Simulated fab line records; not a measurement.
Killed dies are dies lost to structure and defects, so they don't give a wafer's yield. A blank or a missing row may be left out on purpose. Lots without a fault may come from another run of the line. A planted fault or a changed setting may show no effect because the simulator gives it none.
The tool behind it: which one?	flow nand-harc	Sampling: 22 lots, 66 wafers, 6 of 1159 route steps

== WHAT EACH GAUGE READ, for each wafer ==
No reading from a measuring or inspecting step in the record can be judged against a usual standard deviation.

== TOOL THAT RAN EACH LOT (tool first, then ch and the chambers of the sampled wafers, then the start) ==
lot	NHARC_A_CHANNEL_FILL_D1_ALD_02	NHARC_A_CHANNEL_FILL_D1_CMP_10	NHARC_A_STAIRCASE_ETCH_170	NHARC_A_STAIRCASE_TRIM_189	NHARC_A_STAIRCASE_TRIM_235	NHARC_A_STAIRCASE_ETCH_253
L074	ald-hk-04 ch 0,2, day 8 11:29	cmp-04 ch 1,2, day 10 12:21	rie-diel-06 ch 1,2,3, day 11 07:40 or earlier	rie-diel-06 ch 1,2,3, day 11 07:40 or earlier	rie-diel-07 ch 0,3, day 11 07:40 or earlier	rie-diel-07 ch 0,3, day 11 07:40
L075	ald-hk-04 ch 1,2, day 8 13:44	cmp-04 ch 0,2,3, day 10 12:15	rie-diel-06 ch 2,3, day 10 20:21 or earlier	rie-diel-06 ch 0,1,2, day 10 20:21	rie-diel-02 ch 1,2, day 11 03:44 or earlier	rie-diel-07 ch 0,2,3, day 11 03:44
L076	ald-hk-04 ch 0,1,3, day 9 04:58	cmp-03 ch 0,1,3, day 11 08:03	rie-diel-07 ch 1,2,3, day 12 00:49 or earlier	rie-diel-06 ch 0,1,3, day 12 00:49 or earlier	rie-diel-06 ch 0,3, day 12 00:49 or earlier	rie-diel-02 ch 0,1,3, day 12 00:49
L078	ald-hk-01 ch 0,2,3, day 9 05:11	cmp-02 ch 0,1,3, day 11 04:23	rie-diel-07 ch 0,1,2, day 11 23:34 or earlier	rie-diel-06 ch 0,1,2, day 11 23:34 or earlier	rie-diel-02 ch 0,2,3, day 11 23:34 or earlier	rie-diel-06 ch 0,1,2, day 11 23:34
L077	ald-hk-02 ch 0,1,2, day 9 09:13	cmp-02 ch 1,2, day 11 10:50	rie-diel-02 ch 0,1,3, day 12 02:55 or earlier	rie-diel-06 ch 0,1, day 12 02:55 or earlier	rie-diel-06 ch 0,3, day 12 02:55 or earlier	rie-diel-07 ch 1,3, day 12 02:55
L080	ald-hk-02 ch 0,1,3, day 9 18:46	cmp-02 ch 0,1, day 11 21:30	rie-diel-07 ch 0,3, day 12 15:43 or earlier	rie-diel-07 ch 0,1, day 12 15:43 or earlier	rie-diel-07 ch 0,2,3, day 12 15:43 or earlier	rie-diel-02 ch 0,2,3, day 12 15:43
L079	ald-hk-01 ch 0,1,3, day 9 20:35	cmp-04 ch 0,1,3, day 11 21:33	rie-diel-06 ch 0,1,3, day 12 12:30 or earlier	rie-diel-06 ch 0,2,3, day 12 12:30 or earlier	rie-diel-07 ch 1,2,3, day 12 12:30 or earlier	rie-diel-02 ch 0,1,3, day 12 12:30
L081	ald-hk-04 ch 2,3, day 10 08:12	cmp-03 ch 1,2,3, day 12 10:05	rie-diel-02 ch 1,2,3, day 13 01:56 or earlier	rie-diel-02 ch 1,2,3, day 13 01:56 or earlier	rie-diel-02 ch 1,2,3, day 13 01:56 or earlier	rie-diel-07 ch 0,2,3, day 13 01:56
L082	ald-hk-04 ch 1,2,3, day 10 15:02	cmp-02 ch 0,1, day 12 18:14	rie-diel-07 ch 0,2, day 13 10:38 or earlier	rie-diel-02 ch 2,3, day 13 10:38 or earlier	rie-diel-02 ch 0,1,3, day 13 10:38 or earlier	rie-diel-02 ch 0,1, day 13 10:38
L083	ald-hk-02 ch 0,1,3, day 10 22:50	cmp-03 ch 0,1,2, day 13 00:39	rie-diel-07 ch 0,2,3, day 13 18:04 or earlier	rie-diel-06 ch 0,1,2, day 13 18:04 or earlier	rie-diel-07 ch 0,2,3, day 13 18:04 or earlier	rie-diel-06 ch 0,2,3, day 13 18:04
L084	ald-hk-01 ch 0,2, day 11 02:01	cmp-02 ch 0,1,2, day 13 00:40	rie-diel-07 ch 0,2,3, day 13 20:25 or earlier	rie-diel-02 ch 0,1,3, day 13 20:25 or earlier	rie-diel-07 ch 0,1,2, day 13 20:25 or earlier	rie-diel-02 ch 1,2, day 13 20:25
L085	ald-hk-04 ch 0,2,3, day 11 02:28	cmp-04 ch 0,1,2, day 13 00:39	rie-diel-06 ch 1,3, day 13 19:05 or earlier	rie-diel-07 ch 0,3, day 13 19:05 or earlier	rie-diel-06 ch 2,3, day 13 19:05 or earlier	rie-diel-02 ch 0,2, day 13 19:05
L086	ald-hk-04 ch 1,2,3, day 12 02:22	cmp-02 ch 0,2,3, day 14 06:12	rie-diel-07 ch 1,2,3, day 14 21:37 or earlier	rie-diel-07 ch 0,1, day 14 21:37 or earlier	rie-diel-06 ch 2,3, day 14 21:37 or earlier	rie-diel-06 ch 0,3, day 14 21:37
L087	ald-hk-01 ch 0,3, day 12 02:37	cmp-04 ch 0,1,2, day 14 06:10	rie-diel-06 ch 0,1,2, day 14 21:43 or earlier	rie-diel-02 ch 2,3, day 14 21:43 or earlier	rie-diel-06 ch 0,1,2, day 14 21:43 or earlier	rie-diel-06 ch 1,2, day 14 21:43
L088	ald-hk-04 ch 0,1,2, day 12 10:20	cmp-04 ch 0,1,3, day 14 09:10	rie-diel-02 ch 0,2,3, day 15 00:59 or earlier	rie-diel-06 ch 0,1,3, day 15 00:59 or earlier	rie-diel-06 ch 2,3, day 15 00:59 or earlier	rie-diel-02 ch 1,2,3, day 15 00:59
L090	ald-hk-01 ch 0,2,3, day 12 19:00	cmp-04 ch 2,3, day 14 18:06	rie-diel-07 ch 0,1, day 15 11:58 or earlier	rie-diel-07 ch 0,2,3, day 15 11:58 or earlier	rie-diel-07 ch 0,2, day 15 11:58 or earlier	rie-diel-07 ch 0,3, day 15 11:58
L092	ald-hk-02 ch 0,2, day 13 05:24	cmp-02 ch 0,2,3, day 15 06:45	rie-diel-06 ch 2,3, day 16 00:43 or earlier	rie-diel-07 ch 2,3, day 16 00:43 or earlier	rie-diel-02 ch 1,2, day 16 00:43 or earlier	rie-diel-06 ch 0,1,2, day 16 00:43
L094	ald-hk-04 ch 2,3, day 13 14:58	cmp-02 ch 1,2,3, day 15 17:20	rie-diel-07 ch 0,1,3, day 16 12:28 or earlier	rie-diel-02 ch 1,2,3, day 16 12:28 or earlier	rie-diel-06 ch 0,1,3, day 16 12:28 or earlier	rie-diel-07 ch 0,1, day 16 12:28
L093	ald-hk-01 ch 0,2,3, day 13 15:47	cmp-04 ch 0,2, day 15 17:20	rie-diel-07 ch 0,1, day 16 10:45 or earlier	rie-diel-02 ch 1,2,3, day 16 10:45 or earlier	rie-diel-07 ch 0,2, day 16 10:45 or earlier	rie-diel-06 ch 1,2, day 16 10:45
L096	ald-hk-04 ch 0,3, day 14 02:01	cmp-04 ch 0,1,3, day 16 02:43	rie-diel-07 ch 2,3, day 16 18:31 or earlier	rie-diel-07 ch 1,2,3, day 16 18:31 or earlier	rie-diel-06 ch 0,1, day 16 18:31 or earlier	rie-diel-07 ch 0,1, day 16 18:31
L095	ald-hk-04 ch 0,2,3, day 14 06:12	cmp-03 ch 0,1,3, day 16 06:54	rie-diel-06 ch 0,2,3, day 16 23:32 or earlier	rie-diel-02 ch 0,2,3, day 16 23:32 or earlier	rie-diel-02 ch 0,1,2, day 16 23:32 or earlier	rie-diel-07 ch 0,1,2, day 16 23:32
L097	ald-hk-04 ch 0,2, day 14 15:29	cmp-03 ch 1,2,3, day 16 21:59	rie-diel-06 ch 0,1,2, day 17 15:21 or earlier	rie-diel-06 ch 0,1,2, day 17 15:21 or earlier	rie-diel-02 ch 1,3, day 17 15:21	rie-diel-02 ch 1,2, day 17 17:27
- NHARC_A_CHANNEL_FILL_D1_ALD_02: deposits SiO2, target thk 6 nm, pulse time 10 s, ald cycles 60.
- NHARC_A_CHANNEL_FILL_D1_CMP_10: polishes, target thk 150 nm.
- NHARC_A_STAIRCASE_ETCH_170: etches the open film in C4F6/O2, target depth 200 nm, time 66.667 s.
- NHARC_A_STAIRCASE_TRIM_189: chemistry O2, time 211.2 s.
- NHARC_A_STAIRCASE_TRIM_235: chemistry O2, time 211.2 s.
- NHARC_A_STAIRCASE_ETCH_253: etches the open film in C4F8/O2, target depth 50 nm, time 20.2 s.

== AS READ BY THE TOOLS THEMSELVES (means over the sampled wafers that have a number; for cases with no such wafer, the mark the record gives instead) ==
NHARC_A_CHANNEL_FILL_D1_ALD_02. Usual: heater-power-outer-w 254 W, standard deviation 28; heater-power-w 453 W, standard deviation 38; precursor-pulse-height-rel 1.001, standard deviation 0.021.
lot	tool	heater-power-outer-w (W)	heater-power-w (W)	precursor-pulse-height-rel	flag
L074	ald-hk-04	251	430	1.022	
L075	ald-hk-04	233	459	1.014	
L076	ald-hk-04	258	454	0.991	
L078	ald-hk-01	282	499	1.007	
L077	ald-hk-02	236	435	0.996	
L080	ald-hk-02	236	423	0.992	
L079	ald-hk-01	267	479	1.021	
L081	ald-hk-04	262	472	0.987	
L082	ald-hk-04	242	453	0.989	
L083	ald-hk-02	231	411	0.993	
L084	ald-hk-01	288	505	1.000	
L085	ald-hk-04	259	449	0.992	
L086	ald-hk-04	246	441	0.996	
L087	ald-hk-01	258	455	1.008	
L088	ald-hk-04	241	425	0.998	
L090	ald-hk-01	268	487	0.983	
L092	ald-hk-02	247	442	1.016	
L094	ald-hk-04	267	474	1.009	
L093	ald-hk-01	273	478	0.996	
L096	ald-hk-04	285	448	1.019	
L095	ald-hk-04	259	443	0.987	
L097	ald-hk-04	256	417	1.019	

NHARC_A_CHANNEL_FILL_D1_CMP_10. Usual: edge-zone-pressure-frac 1.000, standard deviation 0.0049; motor-current-A 12.3 A, standard deviation 1.4; slurry-filter-dp-kPa 13.49 kPa, standard deviation 0.14; time-to-endpoint-s 15.0 s, standard deviation 2.2.
lot	tool	edge-zone-pressure-frac	motor-current-A (A)	slurry-filter-dp-kPa (kPa)	time-to-endpoint-s (s)	flag
L074	cmp-04	0.996	12.4	13.44	13.6	
L075	cmp-04	1.002	12.4	13.38	14.6	
L076	cmp-03	0.999	13.3	13.50	17.1	
L078	cmp-02	0.999	11.6	13.46	17.5	
L077	cmp-02	1.005	12.6	13.48	15.5	
L080	cmp-02	1.001	11.3	13.48	19.0	
L079	cmp-04	0.997	11.5	13.49	11.5	
L081	cmp-03	0.994	12.8	13.60	15.6	
L082	cmp-02	1.001	11.6	13.55	14.6	
L083	cmp-03	0.997	13.6	13.40	17.2	
L084	cmp-02	1.000	12.4	13.58	14.0	
L085	cmp-04	1.005	11.8	13.44	12.2	
L086	cmp-02	0.990	11.6	13.61	15.7	
L087	cmp-04	1.002	11.8	13.43	15.7	
L088	cmp-04	1.002	11.9	13.58	11.1	
L090	cmp-04	1.000	13.3	13.54	17.5	
L092	cmp-02	1.000	11.5	13.53	14.3	
L094	cmp-02	0.996	12.6	13.47	13.1	
L093	cmp-04	0.995	11.2	13.54	15.5	
L096	cmp-04	1.004	11.8	13.54	13.5	
L095	cmp-03	1.003	13.0	13.57	16.2	
L097	cmp-03	1.001	13.2	13.56	15.0	

NHARC_A_STAIRCASE_ETCH_170. Usual: bias-w 500.1 W, standard deviation 1.6; drypump-motor-current-A 6.0 A, standard deviation 0.39; oes-product-au 0.966 a.u., standard deviation 0.02; rf-vpp-V 548 V, standard deviation 3.3; showerhead-plenum-p-Torr 3.98 Torr, standard deviation 0.15; throttle-valve-pct 26.903 %, standard deviation 0.0091.
lot	tool	bias-w (W)	drypump-motor-current-A (A)	oes-product-au (a.u.)	rf-vpp-V (V)	showerhead-plenum-p-Torr (Torr)	throttle-valve-pct (%)	flag
L074	rie-diel-06	501.5	6.2	0.945	548	3.97	26.905	
L075	rie-diel-06	499.6	6.0	0.963	549	4.01	26.900	
L076	rie-diel-07	500.9	5.6	0.989	550	4.06	26.899	
L078	rie-diel-07	500.7	5.9	0.976	549	4.06	26.907	
L077	rie-diel-02	499.5	6.1	0.955	544	3.80	26.900	
L080	rie-diel-07	499.3	5.8	0.971	551	4.09	26.907	
L079	rie-diel-06	498.7	6.1	0.976	547	3.89	26.898	
L081	rie-diel-02	500.4	6.3	0.933	547	3.91	26.900	
L082	rie-diel-07	498.7	6.2	0.983	551	4.12	26.902	
L083	rie-diel-07	500.6	5.9	0.960	551	4.12	26.912	
L084	rie-diel-07	499.5	6.0	0.988	551	4.12	26.898	
L085	rie-diel-06	498.7	6.0	0.985	549	3.97	26.909	
L086	rie-diel-07	500.6	5.6	0.969	549	4.04	26.897	
L087	rie-diel-06	501.3	6.3	0.979	545	3.88	26.910	
L088	rie-diel-02	500.2	6.0	0.932	543	3.76	26.894	
L090	rie-diel-07	501.0	5.7	0.989	547	3.95	26.909	
L092	rie-diel-06	499.8	5.9	0.970	548	3.99	26.897	
L094	rie-diel-07	500.4	5.7	0.964	548	4.01	26.910	
L093	rie-diel-07	500.0	5.7	0.983	547	3.94	26.891	
L096	rie-diel-07	500.1	5.7	0.942	551	4.10	26.900	
L095	rie-diel-06	500.6	6.2	0.975	546	3.90	26.902	
L097	rie-diel-06	499.9	6.4	0.948	545	3.86	26.904	

NHARC_A_STAIRCASE_TRIM_189. Usual: drypump-motor-current-A 6.1 A, standard deviation 0.37; oes-product-au 0.999 a.u., standard deviation 0.011; rf-vpp-V 57.9 V, standard deviation 1; showerhead-plenum-p-Torr 3.57 Torr, standard deviation 0.14; throttle-valve-pct 17.035 %, standard deviation 0.0087.
lot	tool	drypump-motor-current-A (A)	oes-product-au (a.u.)	rf-vpp-V (V)	showerhead-plenum-p-Torr (Torr)	throttle-valve-pct (%)	flag
L074	rie-diel-06	6.2	1.000	58.2	3.58	17.032	
L075	rie-diel-06	6.4	1.000	58.4	3.50	17.034	
L076	rie-diel-06	6.1	1.001	57.9	3.49	17.039	
L078	rie-diel-06	6.4	1.000	57.4	3.49	17.039	
L077	rie-diel-06	6.3	1.010	57.6	3.42	17.031	
L080	rie-diel-07	5.7	1.014	57.5	3.56	17.042	
L079	rie-diel-06	6.1	0.995	58.7	3.52	17.041	
L081	rie-diel-02	6.2	0.998	57.9	3.52	17.039	
L082	rie-diel-02	6.2	0.982	57.5	3.49	17.033	
L083	rie-diel-06	6.4	1.001	57.6	3.49	17.027	
L084	rie-diel-02	6.1	0.986	57.5	3.40	17.039	
L085	rie-diel-07	5.8	1.001	57.6	3.68	17.034	
L086	rie-diel-07	6.0	1.005	57.3	3.61	17.036	
L087	rie-diel-02	6.0	0.991	57.4	3.38	17.033	
L088	rie-diel-06	6.1	1.000	58.2	3.48	17.038	
L090	rie-diel-07	5.9	1.004	58.6	3.70	17.032	
L092	rie-diel-07	5.7	0.996	58.2	3.70	17.030	
L094	rie-diel-02	6.3	1.002	57.3	3.68	17.032	
L093	rie-diel-02	6.3	0.998	58.1	3.68	17.027	
L096	rie-diel-07	5.7	0.999	58.2	3.63	17.033	
L095	rie-diel-02	6.0	0.981	57.9	3.73	17.038	
L097	rie-diel-06	6.3	1.008	57.7	3.47	17.029	

NHARC_A_STAIRCASE_TRIM_235. Usual: drypump-motor-current-A 6.1 A, standard deviation 0.39; oes-product-au 0.999 a.u., standard deviation 0.011; rf-vpp-V 57.9 V, standard deviation 0.89; showerhead-plenum-p-Torr 3.58 Torr, standard deviation 0.14; throttle-valve-pct 17.036 %, standard deviation 0.0076.
lot	tool	drypump-motor-current-A (A)	oes-product-au (a.u.)	rf-vpp-V (V)	showerhead-plenum-p-Torr (Torr)	throttle-valve-pct (%)	flag
L074	rie-diel-07	6.0	0.999	58.7	3.69	17.035	
L075	rie-diel-02	6.5	0.996	58.3	3.66	17.029	
L076	rie-diel-06	6.1	1.000	58.1	3.45	17.034	
L078	rie-diel-02	5.9	0.986	57.0	3.39	17.039	
L077	rie-diel-06	5.9	0.995	57.3	3.52	17.032	
L080	rie-diel-07	5.9	0.998	59.0	3.71	17.037	
L079	rie-diel-07	5.6	1.001	58.1	3.64	17.040	
L081	rie-diel-02	6.3	0.988	58.4	3.52	17.044	
L082	rie-diel-02	6.1	0.989	57.2	3.40	17.027	
L083	rie-diel-07	5.9	0.998	58.6	3.71	17.041	
L084	rie-diel-07	5.9	1.008	57.6	3.64	17.034	
L085	rie-diel-06	6.0	1.000	58.3	3.59	17.031	
L086	rie-diel-06	6.0	0.996	57.6	3.59	17.034	
L087	rie-diel-06	6.4	1.005	57.5	3.48	17.043	
L088	rie-diel-06	6.2	1.000	58.5	3.58	17.034	
L090	rie-diel-07	6.1	1.002	58.0	3.72	17.022	
L092	rie-diel-02	6.4	1.006	57.7	3.61	17.036	
L094	rie-diel-06	6.1	0.994	57.6	3.47	17.037	
L093	rie-diel-07	6.2	1.002	58.4	3.71	17.034	
L096	rie-diel-06	6.3	1.010	57.8	3.40	17.041	
L095	rie-diel-02	6.2	0.994	58.8	3.68	17.032	
L097	rie-diel-02	6.4	1.000	58.4	3.70	17.036	

NHARC_A_STAIRCASE_ETCH_253. Usual: bias-w 1000 W, standard deviation 3.2; oes-product-au 0.947 a.u., standard deviation 0.02; rf-vpp-V 897 V, standard deviation 6.1.
lot	tool	bias-w (W)	oes-product-au (a.u.)	rf-vpp-V (V)	flag
L074	rie-diel-07	1002	0.933	901	
L075	rie-diel-07	1004	0.954	903	
L076	rie-diel-02	999	0.916	893	
L078	rie-diel-06	1005	0.966	896	
L077	rie-diel-07	999	0.956	897	
L080	rie-diel-02	1001	0.952	890	
L079	rie-diel-02	999	0.954	891	
L081	rie-diel-07	1003	0.972	903	
L082	rie-diel-02	1000	0.929	890	
L083	rie-diel-06	1001	0.972	896	
L084	rie-diel-02	999	0.920	899	
L085	rie-diel-02	999	0.962	891	
L086	rie-diel-06	999	0.940	895	
L087	rie-diel-06	1000	0.937	896	
L088	rie-diel-02	1000	0.939	902	
L090	rie-diel-07	1001	0.936	901	
L092	rie-diel-06	1001	0.918	894	
L094	rie-diel-07	1000	0.928	898	
L093	rie-diel-06	999	0.948	895	
L096	rie-diel-07	1001	0.971	896	
L095	rie-diel-07	1000	0.971	900	
L097	rie-diel-02	997	0.928	900	

== THE ANSWER, worked out from the rows above alone ==
Rule: take the mean of a lot's wafers that have a number; if it is more than 3 standard deviations from the usual mean, the lot is off. A lot without any number at a reading at which 4 lots or more have one is off too. The other lots that the step has rows for count as sound. After the gauges, taken in route order, come the tools' own readings; for these a lot's mean is taken, as printed above. The first step at which some lot is off is used, and at that step the reading that is off furthest; a lot without a number counts as furthest.
No lot is off at any reading shown: from this, nothing can be told.

== WHAT THE SIMULATOR HAD INSERTED ==
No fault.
